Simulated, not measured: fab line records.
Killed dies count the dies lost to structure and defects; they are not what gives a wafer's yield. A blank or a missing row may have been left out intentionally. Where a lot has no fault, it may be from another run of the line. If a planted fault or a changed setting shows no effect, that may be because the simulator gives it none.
Which tool did it? | flow nand harc | 6 lots with 18 wafers sampled at 4 steps, on a route of 1159 steps

== WHAT THE GAUGES SHOWED, per wafer ==
NHARC_THIN_TSV_THK_MEAS_02: measures by ir.
lot  | measured     | on            | thk nm (nm)
L381 | day 19 04:25 | film metro-01 | 2927 2898 2902
L380 | day 20 00:29 | film metro-01 | 3133 2858 2650
L384 | day 20 14:04 | film metro-01 | 3042 2972 3144
L387 | day 21 12:13 | film metro-02 | 3374 2972 2787
L389 | day 21 15:22 | film metro-01 | 2814 2885 3029

== WHAT TOOL EACH LOT RAN ON (gives the tool, then ch and the chambers of the sampled wafers, and finally the start) ==
lot  | NHARC_A_CONTACT_DEP_57        | NHARC_A_BONDPAD_DESCUM_11          | NHARC_A_BONDPAD_ETCH_34
L381 | acl dep-03 ch 0, day 17 05:17 | rie diel-03 ch 1,2, day 18 12:46   | rie diel-03 ch 2,3, day 18 12:51
L380 | acl dep-01 ch 0, day 18 02:39 | rie diel-03 ch 0,1,3, day 19 08:08 | rie diel-03 ch 1,2,3, day 19 08:14
L384 | acl dep-02 ch 0, day 18 10:37 | rie diel-02 ch 1,3, day 19 23:19   | rie diel-02 ch 2,3, day 19 23:31
L387 | acl dep-02 ch 0, day 19 11:55 | rie diel-03 ch 1,3, day 20 20:56   | rie diel-03 ch 0,1,2, day 20 21:01
L389 | acl dep-02 ch 0, day 19 16:20 | rie diel-03 ch 0,1, day 21 00:16   | rie diel-03 ch 0,2,3, day 21 00:25
L391 | acl dep-02 ch 0, day 20 07:07 | -                                  | -
- NHARC_A_CONTACT_DEP_57: deposits aC, target thk 2800 nm.
- NHARC_A_BONDPAD_DESCUM_11: chemistry O2, time 3 s.
- NHARC_A_BONDPAD_ETCH_34: etches the open film in N2/H2, target depth 60 nm, overetch 18 nm, time 65.91 s.

== THE ANSWER, worked out from the rows above alone ==
Rule: the lots themselves supply what counts as usual. The widest of any qualifying gaps counts: lots, ordered by their means at a reading, are off when they make up no more than a third of the lots, leave a main group of 4 or more, and stand apart from it by 3 or more times the standard deviation of that group's means. The tables above print the reading to a certain number of digits; a main group whose means all agree to those digits is not used. A lot without any number at a reading at which 4 lots or more have one is off too. Any other lot the step has rows for is counted as sound.
No lot is off at any reading shown: from this, nothing can be told.

== WHAT HAD BEEN PUT IN BY THE SIMULATOR ==
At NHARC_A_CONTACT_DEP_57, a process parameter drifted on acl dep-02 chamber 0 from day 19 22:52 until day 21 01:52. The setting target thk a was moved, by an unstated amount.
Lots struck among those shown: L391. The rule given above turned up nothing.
